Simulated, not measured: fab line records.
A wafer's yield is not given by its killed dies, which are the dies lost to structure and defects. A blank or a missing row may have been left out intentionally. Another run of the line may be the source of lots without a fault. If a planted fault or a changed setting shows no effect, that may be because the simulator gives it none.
Code-filled problem report in 8D (eight disciplines) form | flow n5 finfet | the parts of the form that need people (team, actions taken, sign-off) are left out

## 1. WHAT IS WRONG
M6_ILD_THK at N5_BEOL_M6_THK_MEAS_01 reads a mean of 135.5 nm on 3 wafers of 2 lots; wafers without a fault read 157.0 nm with a standard deviation of 2.5. That is -8.6 standard deviations from the usual mean.
The first sign was on wafer L530.3 at day 13 18:08, on film metro-01. The record holds 32 wafers of 11 lots with a number at this step. The rule behind "out" and "out of limits": a value lying over 4 standard deviations away from the usual mean. Any other wafer with a number is counted as sound.

## 2. WHAT THIS IS AND IS NOT
question                    | is                           | is not
which readings at this step | M6_ILD_THK                   | -
which lots                  | L529, L530                   | L509, L510, L513, L516, L518, L519, L520, L521, L528
which wafers of those lots  | L529.6, L530.3, L530.4       | L529.1, L529.4, L530.1
read on which gauges        | film metro-01, film metro-02 | -
when                        | from day 13 18:08            | up to then (27 sound wafers); but 2 sound wafers of L529 came after

## 3. THE SUSPECTS, EACH WITH WHAT RULES IT OUT
Counting: a tool at a process step up to the reading stays a suspect if it ran every lot that is out. Sound lots after the first of them don't rule it out here, since some wafers of a struck lot are sound.
- ruled out: the gauge at N5_BEOL_M6_THK_MEAS_01. Those wafers that are out were read across 2 gauges (film metro-01, film metro-02).
- pecvd-04 at N5_BEOL_M6_ILD_DEP_00 (deposits SiCOH lowk from DEMS/porogen, target thk 179.75 nm, time 33.4 s): kept. Every lot that is out went through it, the first being L530 (day 13 17:33); the last sound lot it ran before that was L528 (day 13 07:32).
- In pecvd-04 at N5_BEOL_M6_ILD_DEP_00, the wafers that are out were processed in chamber 1 and their sound lot-mates in chambers 0, 2.
Left after counting: pecvd-04 at N5_BEOL_M6_ILD_DEP_00.

## 4. THE CAUSE (what the simulator had put in)
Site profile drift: pecvd-04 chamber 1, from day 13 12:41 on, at N5_BEOL_M6_ILD_DEP_00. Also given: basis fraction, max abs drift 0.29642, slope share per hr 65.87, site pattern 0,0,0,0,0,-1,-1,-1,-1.
This tool alone remained once counting was done.

## 5. THE EFFECT CHAIN, in route order
Each row: a reading where the mean over the struck wafers with a number is more than 3 standard deviations away from the usual. Scope: only readings with a usual standard deviation given in the record; hours: median across lots of the time from each lot's start at the first step in this table that gives one to its start at this step; sigmas: change in usual standard deviations.
hours | step                   | reading    | usual    | on struck wafers | change | sigmas
0     | N5_BEOL_M6_THK_MEAS_01 | M6_ILD_THK | 157.0 nm | 135.5            | -21.5  | -8.6

## 6. HOW IT WOULD HAVE BEEN CAUGHT EARLIER
Counted from the fault's start at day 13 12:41, it took 5 hours until the first out-of-limits reading at a measuring or inspecting step in this record, taken at day 13 18:08.
No tool reading at N5_BEOL_M6_ILD_DEP_00 that has a usual standard deviation in the record was out on any struck wafer, so an alarm limit of 4 standard deviations on those readings would not have fired.
All the lots that are out (2) had begun N5_BEOL_M6_ILD_DEP_00 on pecvd-04 by day 13 18:08. A hold on the tool at that time would have spared none of them.
